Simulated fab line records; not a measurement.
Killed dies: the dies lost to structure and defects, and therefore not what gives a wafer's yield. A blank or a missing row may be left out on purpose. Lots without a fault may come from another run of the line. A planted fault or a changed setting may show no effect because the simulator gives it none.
Struck lot and sound lot, side by side + flow nand-harc + 14 steps out of a route of 1302
Sound: the wafers L167.1, L167.3, L167.6. Wafers struck: L180.1, L180.4, L180.5. At the end, the cause is stated.
Per side, at each step with rows, come the tool, then ch with its chambers, and then its first start. Under that, the readings that differ: sound wafers + struck wafers + difference of the means + sigmas: that difference in standard deviations of wafers without a fault.
alike: readings with means less than 2 such deviations apart, plus words and numbers identical on both sides. not compared: withheld readings, readings lacking a value on some wafer, bounds such as >300 that could conceal the same value, and numbers that have no deviation in the record and whose values overlap.
Wherever a step has rows on one side only, a row that says differs or no value, or a row with sigmas, the two part there. Numbers that don't overlap but have no deviation are shown without sigmas and don't part them. A reading missing from all wafers of one side parts the sides only when that side holds two or more wafers.

first, 3 steps without rows for these wafers: NHARC_P_GATE_EXPOSE_08 (exposes mask P HV); NHARC_P_GATE_PEB_09 (peb time 85 s); NHARC_P_GATE_DEVELOP_10 (time 70 s).
NHARC_P_GATE_CD_MEAS_11 targets a cd of 1640 nm.
  sound on cd-sem-03 ch 0, day 6 02:26; struck on cd-sem-02 ch 0, day 11 11:22
  alike: cd-nm
then, 1 step without rows for these wafers: NHARC_P_GATE_HARDBAKE_12 (time 80 s).
NHARC_P_GATE_DESCUM_13: chemistry O2, time 3 s.
  sound on rie-diel-10 ch 0,3, day 6 02:36; struck on rie-diel-08 ch 1,2,3, day 11 11:34
  alike: drypump-motor-current-A, oes-product-au, rf-vpp-V, showerhead-plenum-p-Torr, throttle-valve-pct
  not compared: rf-hours-counter-h
then, 6 steps without rows for these wafers: NHARC_P_GATE_ETCH_14 (etches SiO2 in dHF, target depth 48.8 nm); NHARC_P_GATE_STRIP_15 (strips in SPM, time 780 s); NHARC_P_GATE_PRECLEAN_71 (cleans in SC1); NHARC_P_GATE_SRD_72; NHARC_P_GATE_OXIDE_16 (material SiO2, target thk 3 nm, ox time 392 s); NHARC_P_GATE_CVD_17 (deposits poly-Si, target thk 150 nm, time 900 s).
NHARC_P_GATE_HM_DEP_102: deposits aC, target thk 120 nm.
  sound on acl-dep-01 ch 0, day 6 14:58; struck on acl-dep-01 ch 0, day 12 09:53
  alike: throttle-valve-pct
NHARC_P_GATE_DEP_103: deposits SiON, target thk 30 nm.
  sound on pecvd-04 ch 0,1, day 6 15:37; struck on pecvd-02 ch 0,1,2, day 12 10:35
  alike: heater-power-w, rf-fwd-power-W
  not compared: since-wet-clean-h

WHERE THEY PART
Nowhere in this record.

WHY: the cause the simulator had injected
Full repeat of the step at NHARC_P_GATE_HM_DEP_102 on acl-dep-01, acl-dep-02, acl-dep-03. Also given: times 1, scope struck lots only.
